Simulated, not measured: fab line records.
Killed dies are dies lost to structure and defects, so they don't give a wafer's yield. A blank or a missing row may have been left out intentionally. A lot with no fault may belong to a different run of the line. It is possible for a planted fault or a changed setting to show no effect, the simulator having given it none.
Which tool is to blame? / flow nand-harc / 24 lots, 72 wafers sampled, at 5 steps of a route of 1302

WHAT EACH GAUGE READ, for each wafer
NHARC_P_BONDPAD_INSPECT_23.
lot=L074; measured=day 6 16:50; on=defect-inspect-02; raw-defect-count=233 189 243
lot=L075; measured=day 6 23:24; on=defect-inspect-02; raw-defect-count=249 393 427
lot=L076; measured=day 7 11:22; on=defect-inspect-02; raw-defect-count=501 437 626
lot=L077; measured=day 8 04:55; on=defect-inspect-02; raw-defect-count=594 1370 595
lot=L078; measured=day 8 08:41; on=defect-inspect-02; raw-defect-count=237 285 320
lot=L079; measured=day 8 20:23; on=defect-inspect-01; raw-defect-count=297 281 261
lot=L080; measured=day 9 04:29; on=defect-inspect-02; raw-defect-count=742 556 367
lot=L081; measured=day 9 16:36; on=defect-inspect-02; raw-defect-count=424 269 207
lot=L082; measured=day 10 08:52; on=defect-inspect-01; raw-defect-count=253 504 500
lot=L083; measured=day 10 13:33; on=defect-inspect-01; raw-defect-count=397 271 237
lot=L084; measured=day 11 03:25; on=defect-inspect-01; raw-defect-count=232 174 249
lot=L085; measured=day 11 04:22; on=defect-inspect-02; raw-defect-count=176 468 190
lot=L086; measured=day 11 13:22; on=defect-inspect-01; raw-defect-count=316 434 330
lot=L087; measured=day 12 07:06; on=defect-inspect-01; raw-defect-count=482 1358 528
lot=L088; measured=day 12 20:16; on=defect-inspect-01; raw-defect-count=317 462 367
lot=L089; measured=day 12 22:41; on=defect-inspect-01; raw-defect-count=300 414 228
lot=L091; measured=day 13 20:03; on=defect-inspect-01; raw-defect-count=344 279 240
lot=L090; measured=day 13 20:51; on=defect-inspect-02; raw-defect-count=317 370 510
lot=L093; measured=day 14 12:10; on=defect-inspect-01; raw-defect-count=428 367 318
lot=L092; measured=day 14 12:30; on=defect-inspect-02; raw-defect-count=577 432 525
lot=L094; measured=day 15 03:31; on=defect-inspect-01; raw-defect-count=347 297 512
lot=L095; measured=day 15 17:18; on=defect-inspect-01; raw-defect-count=389 400 312
lot=L096; measured=day 16 00:53; on=defect-inspect-01; raw-defect-count=350 541 397
lot=L097; measured=day 16 13:52; on=defect-inspect-01; raw-defect-count=443 378 237

NHARC_A_ZERO_WELL_CD_MEAS_10 targets a cd of 2000 nm.
lot=L074; measured=day 6 18:10; on=cd-sem-03; cd-nm (nm)=1999.5 1999.9 1999.8
lot=L075; measured=day 7 00:35; on=cd-sem-02; cd-nm (nm)=2002.6 1999.9 2001.3
lot=L076; measured=day 7 12:40; on=cd-sem-01; cd-nm (nm)=2003.5 2004.8 2001.3
lot=L077; measured=day 8 06:15; on=cd-sem-01; cd-nm (nm)=1998.6 1998.1 1999.4
lot=L078; measured=day 8 09:53; on=cd-sem-02; cd-nm (nm)=2000.3 2000.4 2002.2
lot=L079; measured=day 8 21:40; on=cd-sem-02; cd-nm (nm)=2000.2 2000.9 2001.1
lot=L080; measured=day 9 05:47; on=cd-sem-03; cd-nm (nm)=1998.1 1999.1 2002.6
lot=L081; measured=day 9 17:55; on=cd-sem-01; cd-nm (nm)=2002.8 2001.5 2000.4
lot=L082; measured=day 10 10:12; on=cd-sem-03; cd-nm (nm)=2000.4 2000.8 2003.7
lot=L083; measured=day 10 14:44; on=cd-sem-03; cd-nm (nm)=2000.9 2001.0 2003.2
lot=L084; measured=day 11 04:44; on=cd-sem-01; cd-nm (nm)=2001.1 2002.5 2002.3
lot=L085; measured=day 11 05:41; on=cd-sem-03; cd-nm (nm)=2003.9 1998.8 1997.7
lot=L086; measured=day 11 14:41; on=cd-sem-02; cd-nm (nm)=1999.9 2003.2 1998.2
lot=L087; measured=day 12 08:25; on=cd-sem-02; cd-nm (nm)=1998.5 1999.9 1997.9
lot=L088; measured=day 12 21:27; on=cd-sem-03; cd-nm (nm)=2000.6 1998.2 1998.0
lot=L089; measured=day 13 00:01; on=cd-sem-02; cd-nm (nm)=2001.3 2000.4 2000.7
lot=L091; measured=day 13 21:14; on=cd-sem-03; cd-nm (nm)=1998.4 1997.2 1999.0
lot=L090; measured=day 13 22:10; on=cd-sem-03; cd-nm (nm)=1998.6 1997.9 1996.8
lot=L093; measured=day 14 13:34; on=cd-sem-01; cd-nm (nm)=2001.9 2001.9 2002.1
lot=L092; measured=day 14 13:53; on=cd-sem-01; cd-nm (nm)=1998.5 1999.9 1999.3
lot=L094; measured=day 15 04:49; on=cd-sem-03; cd-nm (nm)=1999.2 1998.9 2000.3
lot=L095; measured=day 15 18:29; on=cd-sem-01; cd-nm (nm)=2003.5 2002.4 2001.3
lot=L096; measured=day 16 02:12; on=cd-sem-03; cd-nm (nm)=1999.1 2002.7 1998.2
lot=L097; measured=day 16 15:18; on=cd-sem-02; cd-nm (nm)=2001.0 2002.2 2000.6

NHARC_A_SOURCE_PLATE_THK_MEAS_06: measures by ellipsometry.
lot=L074; measured=day 7 15:29; on=film-metro-01; thk-nm (nm)=199.4 202.4 199.8
lot=L075; measured=day 7 21:28; on=film-metro-01; thk-nm (nm)=199.3 199.3 200.6
lot=L076; measured=day 8 10:26; on=film-metro-01; thk-nm (nm)=200.0 199.7 201.1
lot=L077; measured=day 9 06:10; on=film-metro-01; thk-nm (nm)=196.5 198.8 195.3
lot=L078; measured=day 9 06:10; on=film-metro-02; thk-nm (nm)=198.1 198.1 197.0
lot=L079; measured=day 9 19:50; on=film-metro-01; thk-nm (nm)=203.4 204.2 199.3
lot=L080; measured=day 10 05:43; on=film-metro-02; thk-nm (nm)=197.8 196.9 200.2
lot=L081; measured=day 10 15:46; on=film-metro-02; thk-nm (nm)=195.5 195.1 195.7
lot=L082; measured=day 11 07:05; on=film-metro-01; thk-nm (nm)=200.2 201.1 197.7
lot=L083; measured=day 11 12:46; on=film-metro-02; thk-nm (nm)=202.6 200.4 200.6
lot=L084; measured=day 12 03:15; on=film-metro-02; thk-nm (nm)=200.7 201.0 202.5
lot=L085; measured=day 12 03:15; on=film-metro-01; thk-nm (nm)=201.8 201.7 201.9
lot=L086; measured=day 12 11:59; on=film-metro-02; thk-nm (nm)=201.9 199.6 199.3
lot=L087; measured=day 13 05:23; on=film-metro-01; thk-nm (nm)=194.8 194.0 196.7
lot=L088; measured=day 13 22:54; on=film-metro-02; thk-nm (nm)=199.7 198.6 197.6
lot=L089; measured=day 13 22:54; on=film-metro-01; thk-nm (nm)=203.5 199.0 202.3
lot=L091; measured=day 14 19:16; on=film-metro-02; thk-nm (nm)=196.2 198.2 197.5
lot=L090; measured=day 14 19:16; on=film-metro-01; thk-nm (nm)=195.4 195.2 196.1
lot=L093; measured=day 15 11:01; on=film-metro-02; thk-nm (nm)=198.9 198.0 199.7
lot=L092; measured=day 15 11:01; on=film-metro-01; thk-nm (nm)=199.3 200.9 202.1
lot=L094; measured=day 16 03:33; on=film-metro-01; thk-nm (nm)=198.4 199.2 199.5
lot=L095; measured=day 16 15:43; on=film-metro-01; thk-nm (nm)=198.7 200.6 198.5
lot=L096; measured=day 17 03:10; on=film-metro-01; thk-nm (nm)=203.0 202.8 201.0
lot=L097; measured=day 17 13:09; on=film-metro-01; thk-nm (nm)=200.2 197.7 196.3

TOOL THAT RAN EACH LOT (tool first, then ch and the chambers of the sampled wafers, then the start)
lot=L074; NHARC_P_BONDPAD_STRIP_15=rie-diel-04 ch 0,2,3, day 6 14:40; NHARC_P_BONDPAD_PVD_27=pvd-sputter-02, day 6 16:50 or earlier
lot=L075; NHARC_P_BONDPAD_STRIP_15=rie-diel-06 ch 0,1,3, day 6 21:14; NHARC_P_BONDPAD_PVD_27=pvd-sputter-02, day 6 23:24 or earlier
lot=L076; NHARC_P_BONDPAD_STRIP_15=rie-diel-04 ch 1,3, day 7 09:11; NHARC_P_BONDPAD_PVD_27=pvd-sputter-02, day 7 11:22 or earlier
lot=L077; NHARC_P_BONDPAD_STRIP_15=rie-diel-06 ch 0,1,3, day 8 02:44; NHARC_P_BONDPAD_PVD_27=pvd-sputter-01, day 8 04:55 or earlier
lot=L078; NHARC_P_BONDPAD_STRIP_15=rie-diel-04 ch 0,1,2, day 8 06:32; NHARC_P_BONDPAD_PVD_27=pvd-sputter-01, day 8 08:41 or earlier
lot=L079; NHARC_P_BONDPAD_STRIP_15=rie-diel-02 ch 0,1,2, day 8 18:14; NHARC_P_BONDPAD_PVD_27=pvd-sputter-03, day 8 20:23 or earlier
lot=L080; NHARC_P_BONDPAD_STRIP_15=rie-diel-04 ch 0,1,3, day 9 02:19; NHARC_P_BONDPAD_PVD_27=pvd-sputter-01, day 9 04:29 or earlier
lot=L081; NHARC_P_BONDPAD_STRIP_15=rie-diel-04 ch 0,2,3, day 9 14:25; NHARC_P_BONDPAD_PVD_27=pvd-sputter-01, day 9 16:36 or earlier
lot=L082; NHARC_P_BONDPAD_STRIP_15=rie-diel-06 ch 0,2,3, day 10 06:44; NHARC_P_BONDPAD_PVD_27=pvd-sputter-03, day 10 08:52 or earlier
lot=L083; NHARC_P_BONDPAD_STRIP_15=rie-diel-04 ch 1,2,3, day 10 11:25; NHARC_P_BONDPAD_PVD_27=pvd-sputter-02, day 10 13:33 or earlier
lot=L084; NHARC_P_BONDPAD_STRIP_15=rie-diel-04 ch 0,2,3, day 11 01:15; NHARC_P_BONDPAD_PVD_27=pvd-sputter-03, day 11 03:25 or earlier
lot=L085; NHARC_P_BONDPAD_STRIP_15=rie-diel-02 ch 1,2,3, day 11 02:12; NHARC_P_BONDPAD_PVD_27=pvd-sputter-02, day 11 04:22 or earlier
lot=L086; NHARC_P_BONDPAD_STRIP_15=rie-diel-02 ch 0,1, day 11 11:13; NHARC_P_BONDPAD_PVD_27=pvd-sputter-03, day 11 13:22 or earlier
lot=L087; NHARC_P_BONDPAD_STRIP_15=rie-diel-02 ch 1,3, day 12 04:56; NHARC_P_BONDPAD_PVD_27=pvd-sputter-02, day 12 07:06 or earlier
lot=L088; NHARC_P_BONDPAD_STRIP_15=rie-diel-02 ch 0,3, day 12 18:06; NHARC_P_BONDPAD_PVD_27=pvd-sputter-01, day 12 20:16 or earlier
lot=L089; NHARC_P_BONDPAD_STRIP_15=rie-diel-04 ch 0,2, day 12 20:29; NHARC_P_BONDPAD_PVD_27=pvd-sputter-03, day 12 22:41 or earlier
lot=L091; NHARC_P_BONDPAD_STRIP_15=rie-diel-02 ch 0,2,3, day 13 17:32; NHARC_P_BONDPAD_PVD_27=pvd-sputter-02, day 13 20:03 or earlier
lot=L090; NHARC_P_BONDPAD_STRIP_15=rie-diel-06 ch 1,2, day 13 18:24; NHARC_P_BONDPAD_PVD_27=pvd-sputter-02, day 13 20:51 or earlier
lot=L093; NHARC_P_BONDPAD_STRIP_15=rie-diel-02 ch 0,1,3, day 14 09:57; NHARC_P_BONDPAD_PVD_27=pvd-sputter-03, day 14 12:10 or earlier
lot=L092; NHARC_P_BONDPAD_STRIP_15=rie-diel-06 ch 1,2, day 14 10:19; NHARC_P_BONDPAD_PVD_27=pvd-sputter-02, day 14 12:30 or earlier
lot=L094; NHARC_P_BONDPAD_STRIP_15=rie-diel-06 ch 0,1,2, day 15 01:23; NHARC_P_BONDPAD_PVD_27=pvd-sputter-02, day 15 03:31 or earlier
lot=L095; NHARC_P_BONDPAD_STRIP_15=rie-diel-06 ch 0,1, day 15 15:07; NHARC_P_BONDPAD_PVD_27=pvd-sputter-03, day 15 17:18 or earlier
lot=L096; NHARC_P_BONDPAD_STRIP_15=rie-diel-06 ch 0,1,2, day 15 22:47; NHARC_P_BONDPAD_PVD_27=pvd-sputter-01, day 16 00:53 or earlier
lot=L097; NHARC_P_BONDPAD_STRIP_15=rie-diel-06 ch 0,1, day 16 11:41; NHARC_P_BONDPAD_PVD_27=pvd-sputter-01, day 16 13:52 or earlier
- NHARC_P_BONDPAD_STRIP_15: strips in O2.
- NHARC_P_BONDPAD_PVD_27: deposits Cu, target thk 30 nm, time 20.49 s.

AS READ BY THE TOOLS THEMSELVES (means over the sampled wafers that have a number; for cases with no such wafer, the mark the record gives instead)
NHARC_P_BONDPAD_STRIP_15.
lot=L074; tool=rie-diel-04; drypump-motor-current-A (A)=5.5; oes-product-au (a.u.)=1.013; rf-vpp-V (V)=58.7; showerhead-plenum-p-Torr (Torr)=3.72; throttle-valve-pct (%)=17.041
lot=L075; tool=rie-diel-06; drypump-motor-current-A (A)=6.0; oes-product-au (a.u.)=1.005; rf-vpp-V (V)=58.2; showerhead-plenum-p-Torr (Torr)=3.50; throttle-valve-pct (%)=17.037
lot=L076; tool=rie-diel-04; drypump-motor-current-A (A)=6.0; oes-product-au (a.u.)=1.015; rf-vpp-V (V)=57.8; showerhead-plenum-p-Torr (Torr)=3.70; throttle-valve-pct (%)=17.034
lot=L077; tool=rie-diel-06; drypump-motor-current-A (A)=6.0; oes-product-au (a.u.)=0.999; rf-vpp-V (V)=58.2; showerhead-plenum-p-Torr (Torr)=3.50; throttle-valve-pct (%)=17.032
lot=L078; tool=rie-diel-04; drypump-motor-current-A (A)=5.4; oes-product-au (a.u.)=1.004; rf-vpp-V (V)=58.0; showerhead-plenum-p-Torr (Torr)=3.64; throttle-valve-pct (%)=17.035
lot=L079; tool=rie-diel-02; drypump-motor-current-A (A)=6.3; oes-product-au (a.u.)=1.007; rf-vpp-V (V)=58.3; showerhead-plenum-p-Torr (Torr)=3.55; throttle-valve-pct (%)=17.035
lot=L080; tool=rie-diel-04; drypump-motor-current-A (A)=5.7; oes-product-au (a.u.)=1.011; rf-vpp-V (V)=57.4; showerhead-plenum-p-Torr (Torr)=3.67; throttle-valve-pct (%)=17.033
lot=L081; tool=rie-diel-04; drypump-motor-current-A (A)=5.5; oes-product-au (a.u.)=1.002; rf-vpp-V (V)=58.0; showerhead-plenum-p-Torr (Torr)=3.72; throttle-valve-pct (%)=17.042
lot=L082; tool=rie-diel-06; drypump-motor-current-A (A)=6.2; oes-product-au (a.u.)=1.001; rf-vpp-V (V)=56.8; showerhead-plenum-p-Torr (Torr)=3.42; throttle-valve-pct (%)=17.047
lot=L083; tool=rie-diel-04; drypump-motor-current-A (A)=5.6; oes-product-au (a.u.)=0.989; rf-vpp-V (V)=59.3; showerhead-plenum-p-Torr (Torr)=3.67; throttle-valve-pct (%)=17.033
lot=L084; tool=rie-diel-04; drypump-motor-current-A (A)=5.5; oes-product-au (a.u.)=0.997; rf-vpp-V (V)=58.9; showerhead-plenum-p-Torr (Torr)=3.72; throttle-valve-pct (%)=17.036
lot=L085; tool=rie-diel-02; drypump-motor-current-A (A)=6.1; oes-product-au (a.u.)=1.007; rf-vpp-V (V)=57.9; showerhead-plenum-p-Torr (Torr)=3.63; throttle-valve-pct (%)=17.041
lot=L086; tool=rie-diel-02; drypump-motor-current-A (A)=6.3; oes-product-au (a.u.)=1.013; rf-vpp-V (V)=58.5; showerhead-plenum-p-Torr (Torr)=3.63; throttle-valve-pct (%)=17.041
lot=L087; tool=rie-diel-02; drypump-motor-current-A (A)=6.0; oes-product-au (a.u.)=1.010; rf-vpp-V (V)=58.1; showerhead-plenum-p-Torr (Torr)=3.71; throttle-valve-pct (%)=17.039
lot=L088; tool=rie-diel-02; drypump-motor-current-A (A)=5.9; oes-product-au (a.u.)=1.000; rf-vpp-V (V)=57.6; showerhead-plenum-p-Torr (Torr)=3.56; throttle-valve-pct (%)=17.038
lot=L089; tool=rie-diel-04; drypump-motor-current-A (A)=5.3; oes-product-au (a.u.)=1.016; rf-vpp-V (V)=58.6; showerhead-plenum-p-Torr (Torr)=3.69; throttle-valve-pct (%)=17.038
lot=L091; tool=rie-diel-02; drypump-motor-current-A (A)=6.1; oes-product-au (a.u.)=1.013; rf-vpp-V (V)=57.5; showerhead-plenum-p-Torr (Torr)=3.51; throttle-valve-pct (%)=17.044
lot=L090; tool=rie-diel-06; drypump-motor-current-A (A)=6.4; oes-product-au (a.u.)=1.009; rf-vpp-V (V)=56.9; showerhead-plenum-p-Torr (Torr)=3.56; throttle-valve-pct (%)=17.038
lot=L093; tool=rie-diel-02; drypump-motor-current-A (A)=6.1; oes-product-au (a.u.)=1.001; rf-vpp-V (V)=58.5; showerhead-plenum-p-Torr (Torr)=3.60; throttle-valve-pct (%)=17.041
lot=L092; tool=rie-diel-06; drypump-motor-current-A (A)=6.1; oes-product-au (a.u.)=1.004; rf-vpp-V (V)=58.0; showerhead-plenum-p-Torr (Torr)=3.63; throttle-valve-pct (%)=17.035
lot=L094; tool=rie-diel-06; drypump-motor-current-A (A)=6.2; oes-product-au (a.u.)=1.010; rf-vpp-V (V)=58.6; showerhead-plenum-p-Torr (Torr)=3.54; throttle-valve-pct (%)=17.042
lot=L095; tool=rie-diel-06; drypump-motor-current-A (A)=6.0; oes-product-au (a.u.)=1.013; rf-vpp-V (V)=57.6; showerhead-plenum-p-Torr (Torr)=3.52; throttle-valve-pct (%)=17.030
lot=L096; tool=rie-diel-06; drypump-motor-current-A (A)=6.2; oes-product-au (a.u.)=1.008; rf-vpp-V (V)=58.1; showerhead-plenum-p-Torr (Torr)=3.54; throttle-valve-pct (%)=17.028
lot=L097; tool=rie-diel-06; drypump-motor-current-A (A)=6.0; oes-product-au (a.u.)=1.009; rf-vpp-V (V)=58.2; showerhead-plenum-p-Torr (Torr)=3.61; throttle-valve-pct (%)=17.035

NHARC_P_BONDPAD_PVD_27.
lot=L074; tool=pvd-sputter-02; cathode-dc-power-W (W)=4999.9; throttle-valve-pct (%)=29.8
lot=L075; tool=pvd-sputter-02; cathode-dc-power-W (W)=5000.7; throttle-valve-pct (%)=29.8
lot=L076; tool=pvd-sputter-02; cathode-dc-power-W (W)=4999.0; throttle-valve-pct (%)=29.9
lot=L077; tool=pvd-sputter-01; cathode-dc-power-W (W)=5000.3; throttle-valve-pct (%)=29.6
lot=L078; tool=pvd-sputter-01; cathode-dc-power-W (W)=5000.7; throttle-valve-pct (%)=29.5
lot=L079; tool=pvd-sputter-03; cathode-dc-power-W (W)=4999.8; throttle-valve-pct (%)=29.5
lot=L080; tool=pvd-sputter-01; cathode-dc-power-W (W)=4999.9; throttle-valve-pct (%)=29.4
lot=L081; tool=pvd-sputter-01; cathode-dc-power-W (W)=4999.2; throttle-valve-pct (%)=29.5
lot=L082; tool=pvd-sputter-03; cathode-dc-power-W (W)=5000.2; throttle-valve-pct (%)=30.1
lot=L083; tool=pvd-sputter-02; cathode-dc-power-W (W)=4999.8; throttle-valve-pct (%)=30.5
lot=L084; tool=pvd-sputter-03; cathode-dc-power-W (W)=5000.1; throttle-valve-pct (%)=29.5
lot=L085; tool=pvd-sputter-02; cathode-dc-power-W (W)=5000.4; throttle-valve-pct (%)=30.6
lot=L086; tool=pvd-sputter-03; cathode-dc-power-W (W)=4999.6; throttle-valve-pct (%)=29.1
lot=L087; tool=pvd-sputter-02; cathode-dc-power-W (W)=5000.6; throttle-valve-pct (%)=30.6
lot=L088; tool=pvd-sputter-01; cathode-dc-power-W (W)=4999.7; throttle-valve-pct (%)=29.4
lot=L089; tool=pvd-sputter-03; cathode-dc-power-W (W)=4999.7; throttle-valve-pct (%)=29.6
lot=L091; tool=pvd-sputter-02; cathode-dc-power-W (W)=5000.9; throttle-valve-pct (%)=29.5
lot=L090; tool=pvd-sputter-02; cathode-dc-power-W (W)=5000.5; throttle-valve-pct (%)=30.2
lot=L093; tool=pvd-sputter-03; cathode-dc-power-W (W)=5000.3; throttle-valve-pct (%)=29.5
lot=L092; tool=pvd-sputter-02; cathode-dc-power-W (W)=5000.1; throttle-valve-pct (%)=30.1
lot=L094; tool=pvd-sputter-02; cathode-dc-power-W (W)=5000.0; throttle-valve-pct (%)=29.8
lot=L095; tool=pvd-sputter-03; cathode-dc-power-W (W)=4999.7; throttle-valve-pct (%)=29.6
lot=L096; tool=pvd-sputter-01; cathode-dc-power-W (W)=4999.5; throttle-valve-pct (%)=29.4
lot=L097; tool=pvd-sputter-01; cathode-dc-power-W (W)=4999.6; throttle-valve-pct (%)=29.2

THE ANSWER, worked out from the rows above alone
Rule: the usual values come from the lots themselves. Put in order of their means at a reading, lots are off if they are a third of the lots or fewer, leave a main group of 4 or more, and stand apart from it by a gap of 3 or more times the standard deviation of the main group's means; of several such gaps the widest counts. If all means in a main group match to the digits the tables above print for the reading, that group is not used. A lot without any number at a reading at which 4 lots or more have one is off too. All remaining lots with rows at the step are treated as sound. Order of review: gauges by route order, followed by the tools' own readings, for which a lot's mean as printed above is used. The first step at which some lot is off is used, and at that step the reading that is off furthest; a lot without a number counts as furthest.
No lot is off on any of the readings shown, so nothing can be concluded from this.

WHAT THE SIMULATOR PUT IN
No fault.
